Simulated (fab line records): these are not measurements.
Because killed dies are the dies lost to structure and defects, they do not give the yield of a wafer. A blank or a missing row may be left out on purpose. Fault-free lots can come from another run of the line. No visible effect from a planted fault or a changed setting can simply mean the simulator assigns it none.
A lot that was struck, set against a sound lot ; flow n5Finfet ; 15 out of 1938 route steps
Sound: wafers L109.2, L109.3, L109.6. Struck: wafers L115.1, L115.5. (L115.2 of the same lot was not struck and is left out.) The cause comes at the end.
Order at every step that has rows: each side's tool, ch and its chambers, its first start. Under that, the readings that differ: sound wafers ; struck wafers ; difference of the means ; sigmas: that difference in standard deviations of wafers without a fault.
alike: words and numbers the same on both sides, and readings whose means are apart by under 2 such deviations; not compared: readings that were withheld, readings missing a value for some wafer, numbers with overlapping values and no deviation given by the record, and bounds like >300 which may hide the same value.
A row with sigmas, a row that says differs or no value, or rows on one side alone: a step with any of these is where the two part. Non-overlapping numbers with no deviation appear without sigmas and do not part them. Lack of a reading on every wafer of one side parts them only where that side has two or more wafers.

N5_HKMG_FIN_STRIP_93: strips SOC in N2/H2, time 20 s.
  sound on rieDiel-04 ch 1,2,3, day 7 16:13; struck on rieDiel-03 ch 1, day 9 02:48
reading;sound;struck;difference;sigmas
drypumpMotorCurrentA (A);6.5 6.1 6.3;5.4 5.4;-0.9;-3
  alike: biasPowerW, oesProductAu, powerW, rfFwdPowerW, rfVppV, showerheadPlenumPTorr, throttleValvePct
  not compared: rfHoursCounterH
then, 1 step without rows for these wafers: N5_HKMG_FIN_WET_ETCH_76 (etches Al2O3 in dNH4OH, stops on La2O3, target depth 2.25 nm, rinse time 30 s).
N5_HKMG_FIN_STRIP_60: strips in N2/H2, time 360 s.
  sound on plasmaAsher-01 ch 0,1, day 7 16:22; struck on plasmaAsher-02 ch 0,1, day 9 02:57
  alike: drypumpMotorCurrentA, heaterPowerW
  not compared: rfHoursCounterH
then, 2 steps without rows for these wafers: N5_HKMG_FIN_WET_ETCH_77 (etches La2O3 in dHCl, stops on HfO2, target depth 2 nm); N5_HKMG_FIN_WET_ETCH_78 (etches Al2O3 in dNH4OH, stops on La2O3, target depth 4.5 nm, rinse time 30 s).
N5_HKMG_FIN_ALD_79: deposits TiN, target thk 1.5 nm, pulse time 1 s, purge time 3 s.
  sound on aldMetal-02 ch 0,2, day 7 16:52; struck on aldMetal-01 ch 2, day 9 03:26
  alike: heaterPowerW, precursorPulseHeightRel
  not compared: aldCycles
N5_HKMG_FIN_CVD_62: deposits a-Si from Si2H6, target thk 3 nm, time 20.8 s.
  sound on thermalCvdSi-01 ch 1,2, day 7 17:13; struck on thermalCvdSi-01 ch 0,1, day 9 03:48
  alike: heaterPowerW
then, 5 steps without rows for these wafers: N5_HKMG_FIN_RTA_80 (time 2 s); N5_HKMG_FIN_PRECLEAN_64 (cleans in dHF, time 30 s); N5_HKMG_FIN_WET_ETCH_65 (etches a-Si in TMAH, stops on TiN, time 49 s, target depth 3 nm); N5_HKMG_FIN_WET_ETCH_81 (etches TiN in SC1, stops on HfO2, time 57 s, target depth 6 nm); N5_HKMG_FIN_WET_ETCH_82 (etches La2O3 in dHCl, stops on HfO2, target depth 2 nm, rinse time 30 s).
N5_HKMG_FIN_ALD_36: deposits TiN, target thk 1 nm, pulse time 1 s, purge time 3 s.
  sound on aldMetal-01 ch 0,3, day 7 17:47; struck on aldMetal-02 ch 0,2, day 9 04:11
reading;sound;struck;difference;sigmas
aldCycles;47 47 47;42 42;-5;
  alike: heaterPowerW, precursorPulseHeightRel
N5_HKMG_FIN_THK_MEAS_70: measures by xrf.
  sound: filmMetro-01 at day 7 18:04; struck: filmMetro-02 at day 9 04:29
  alike: HK_THK
then, 1 step without rows for these wafers: N5_PASSIVATION_PROBE_49.

WHERE THEY PART
Only at N5_HKMG_FIN_STRIP_93, within this record. Later steps at which nothing parts them and some readings are alike: N5_HKMG_FIN_STRIP_60, N5_HKMG_FIN_ALD_79, N5_HKMG_FIN_CVD_62, N5_HKMG_FIN_ALD_36, N5_HKMG_FIN_THK_MEAS_70.

WHY: what the simulator had put in
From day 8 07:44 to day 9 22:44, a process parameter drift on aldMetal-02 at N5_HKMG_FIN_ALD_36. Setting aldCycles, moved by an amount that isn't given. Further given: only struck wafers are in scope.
